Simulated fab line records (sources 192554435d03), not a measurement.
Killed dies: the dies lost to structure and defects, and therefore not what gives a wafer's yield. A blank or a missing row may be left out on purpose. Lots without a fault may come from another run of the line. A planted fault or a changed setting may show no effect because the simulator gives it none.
A struck lot beside a sound one / flow n5-finfet / 37 steps out of a route of 1938
Sound: the wafers L602.1, L602.2, L602.4. Wafers struck: L616.1, L616.2, L616.5. Last of all comes the cause.
At each step with rows: each side's tool, then ch and its chambers, then its first start. Under that, the readings that differ: sound wafers / struck wafers / difference of the means / sigmas: that difference in standard deviations of wafers without a fault.
alike: same words and numbers on both sides, and readings whose means sit less than 2 such deviations apart. not compared: any withheld reading, any reading some wafer has no value for, any bound like >300 that may hide the same value, and any number with overlapping values for which the record gives no deviation.
A row with sigmas, a row that says differs or no value, or rows on one side alone: a step with any of these is where the two part. When numbers do not overlap yet have no deviation, they are printed without sigmas and do not part them. A reading missing from all wafers of one side parts the sides only when that side holds two or more wafers.

first, 9 steps without rows for these wafers: N5_BEOL_M4_ANNEAL_95 (time 240 s); N5_BEOL_M4_SPUTTER_96 (material Cu, target thk 4.5 nm, time 8.29 s); N5_BEOL_M4_ECD_50 (material Cu, target thk 300 nm); N5_BEOL_M4_ANNEAL_51 (time 90 s); N5_BEOL_M4_CMP_52 (polishes, stops on SiOC, t overpolish 6.8 s, target thk 40 nm); N5_BEOL_M4_PRE_CLEAN_60 (time 15 s); N5_BEOL_M4_CO_CAP_55 (material Co, precursor CCTBA/H2, target thk 2 nm, time 102.1 s); N5_BEOL_M4_PRE_CLEAN_56 (time 15 s); N5_BEOL_M4_DEP_57 (deposits SiCN from 3MS/NH3, target thk 8 nm, time 14 s).
N5_BEOL_M4_RC_MEAS_101:
  sound on prober-02 ch 0, day 10 06:15; struck on prober-01 ch 0, day 14 05:49
  alike: DIBL_N, DIBL_P, IOFF_N, IOFF_P, ION_N, ION_P, SS_N, SS_P, VT_N, VT_P
then, 24 steps without rows for these wafers: N5_BEOL_M5_ILD_DEP_00 (deposits SiCOH lowk from DEMS/porogen, target thk 140.64 nm, time 25.9 s); N5_BEOL_M5_CURE_79 (cures SiCOH lowk, time 240 s); N5_BEOL_M5_PECVD_70 (deposits SiO2 from TEOS/O2, target thk 16 nm, time 18 s); N5_BEOL_M5_HM_DEP_02 (deposits TiN, target thk 20 nm); N5_BEOL_M5_COAT_59 (time 60 s, resist thk 60 nm); N5_BEOL_M5_COAT_60 (time 60 s, resist thk 12 nm); N5_BEOL_M5_COAT_71 (time 60 s, resist thk 5 nm); N5_BEOL_M5_COAT_05 (resist thk 30 nm); N5_BEOL_M5_EBR_07; N5_BEOL_M5_SOFTBAKE_06 (time 60 s); N5_BEOL_M5_EXPOSE_08 (exposes mask M5, target cd 28 nm); N5_BEOL_M5_PEB_09 (peb time 60 s); N5_BEOL_M5_DEVELOP_10 (develop time 30 s); N5_BEOL_M5_DESCUM_16 (chemistry O2, time 7 s); N5_BEOL_M5_ETCH_72 (etches underlayer in N2/H2, target depth 6.5 nm, time 5.2 s); N5_BEOL_M5_ETCH_61 (etches SiARC in CF4, target depth 15.6 nm, time 26 s); N5_BEOL_M5_ETCH_62 (etches SOC in N2/H2, target depth 75 nm, overetch 15 nm, time 112.5 s); N5_BEOL_M5_STRIP_63 (strips in N2/H2); N5_BEOL_M5_STRIP_73 (strips in N2/H2); N5_BEOL_M5_STRIP_64 (strips in CF4); N5_BEOL_M5_HM_OPEN_17 (chemistry Cl2/BCl3, target TiN, target depth 20 nm, overetch 6 nm); N5_BEOL_M5_STRIP_19 (strips in O2); N5_BEOL_M5_COAT_65 (time 60 s, resist thk 60 nm); N5_BEOL_M5_COAT_66 (time 60 s, resist thk 12 nm).
N5_BEOL_M5_ETCH_67: etches SiARC in CF4, target depth 15.6 nm, time 26 s.
  sound on rie-diel-06 ch 0,1,3, day 10 10:30; struck on rie-diel-04 ch 0,2,3, day 14 09:19
  no value came back on the struck wafers for any of 10 readings (bias-w (W), cf4-flow-sccm (sccm) and others); on the sound wafers bias-w (W) reads 35.96 35.97 35.90
reading=model.CAR-EUV_of_BEOL_M5_COAT_22.thk-nm (nm); sound=11.2 11.2 11.2; struck=20.2 20.2 20.2; difference=+9.0; sigmas=
N5_BEOL_M5_ETCH_68: etches SOC in N2/H2, target depth 80 nm, overetch 16 nm, time 120 s.
  sound on rie-diel-06 ch 0,1,3, day 10 10:32; struck on rie-diel-04 ch 0,2,3, day 14 09:20
reading=oes-product-au (a.u.); sound=0.55 0.54 0.62; struck=0.27 0.27 0.34; difference=-0.28; sigmas=-4
  alike: bias-w, chamber-pressure-mTorr, drypump-motor-current-A, rf-fwd-power-W, rf-vpp-V, showerhead-plenum-p-Torr, throttle-valve-pct
  not compared: rf-hours-counter-h
-- record jumps: 5 days separate the struck wafers' starts on either side; left off in module BEOL_M5, taken up again in module PASSIVATION, whose first shown step is the route's number 1936 --
N5_PASSIVATION_PROBE_49:
  struck on prober-02, day 19 05:46; sound on prober-02, day 14 23:49
reading=defect-limited-yield (%); sound=91.7 92.3 92.5; struck=0 0 0; difference=-92; sigmas=-71
reading=killed_at_M0_to_M3; sound=33 26 31; struck=53 61 50; difference=+25; sigmas=+2
reading=killed_at_M4_up; sound=13 17 6; struck=1083 1071 1074; difference=+1064; sigmas=+99 or more
reading=killed-dies; sound=98 91 89; struck=1180 1180 1180; difference=+1087; sigmas=+72
reading=killed-on-rim; sound=13 13 14; struck=152 152 152; difference=+139; sigmas=+32
reading=sort_bin_5_function (%); sound=5.5 4.3 4.7; struck=96.0 95.4 96.0; difference=+91.0; sigmas=+99 or more
reading=sort_bin_8_speed (%); sound=0 0 0.25; struck=0 0 0; difference=+0; sigmas=-3
reading=sort-n-pass; sound=1082 1089 1088; struck=0 0 0; difference=-1086; sigmas=-68
reading=sort-yield-pct (%); sound=91.7 92.3 92.2; struck=0 0 0; difference=-92; sigmas=-66
  alike: killed-at-contacts, killed-at-front-end, killed-at-other, killed-open, killed-short, sort_bin_6_memory

== WHERE THEY PART ==
Last at N5_PASSIVATION_PROBE_49 as far as this record goes, first at N5_BEOL_M5_ETCH_67.

WHY: whatever the simulator had introduced
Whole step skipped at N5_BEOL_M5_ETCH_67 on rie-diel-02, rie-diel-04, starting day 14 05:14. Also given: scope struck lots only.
